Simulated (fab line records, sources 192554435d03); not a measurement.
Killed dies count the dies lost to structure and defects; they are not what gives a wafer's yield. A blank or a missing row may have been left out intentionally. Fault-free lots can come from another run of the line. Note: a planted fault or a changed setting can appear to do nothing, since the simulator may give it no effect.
Matching of chambers | flow n5-finfet | 4 sister chambers for N5_BEOL_M4_ETCH_63 on rie-diel-03
The step etches SiARC in CF4, target depth 15.6 nm, time 26 s. 8 wafers are shown with their chamber, then 9 later ones without.

== WAFERS PAIRED WITH THEIR CHAMBERS ==
wafer  | chamber | drypump-motor-current-A (A) | throttle-valve-pct (%)
L081.6 | 0       | 5.8                         | 15.52
L087.3 | 0       | 5.8                         | 15.54
L088.1 | 3       | 6.2                         | 15.81
L088.2 | 1       | 5.1                         | 15.72
L088.4 | 2       | 6.6                         | 15.43
L091.4 | 1       | 5.2                         | 15.73
L091.5 | 3       | 6.3                         | 15.81
L091.6 | 2       | 6.6                         | 15.45

== WAFERS WITH NO CHAMBER GIVEN ==
wafer  | drypump-motor-current-A (A) | throttle-valve-pct (%)
L092.1 | 6.6                         | 15.48
L092.2 | 6.3                         | 15.84
L092.4 | 6.6                         | 15.46
L096.1 | 6.6                         | 15.46
L096.5 | 6.6                         | 15.49
L096.6 | 6.3                         | 15.83
L097.1 | 6.3                         | 15.83
L097.2 | 6.6                         | 15.48
L097.6 | 6.6                         | 15.47

== WHICH CHAMBER EACH WENT THROUGH ==
wafer  | from the rows above | in truth
L092.1 | 2                   | 2
L092.2 | 3                   | 3
L092.4 | 2                   | 2
L096.1 | 2                   | 2
L096.5 | 2                   | 2
L096.6 | 3                   | 3
L097.1 | 3                   | 3
L097.2 | 2                   | 2
L097.6 | 2                   | 2
Correctly placed: 9 of 9. Left unplaced by these rows: 0. Placed wrongly: 0.
How it was worked out, from the rows above alone: a wafer's distance from a chamber is the root of the sum, over the readings, of the square of ((its reading less the chamber's mean) divided by the reading's scatter). If the next closest chamber is less than 2 further off than the closest, the wafer can't be placed; otherwise it belongs to the closest. The mean given for a chamber averages the wafers shown for that chamber. The scatter: the root of (the sum of the squares of (reading less its chamber's mean) over the shown wafers, divided by (wafers less chambers)).
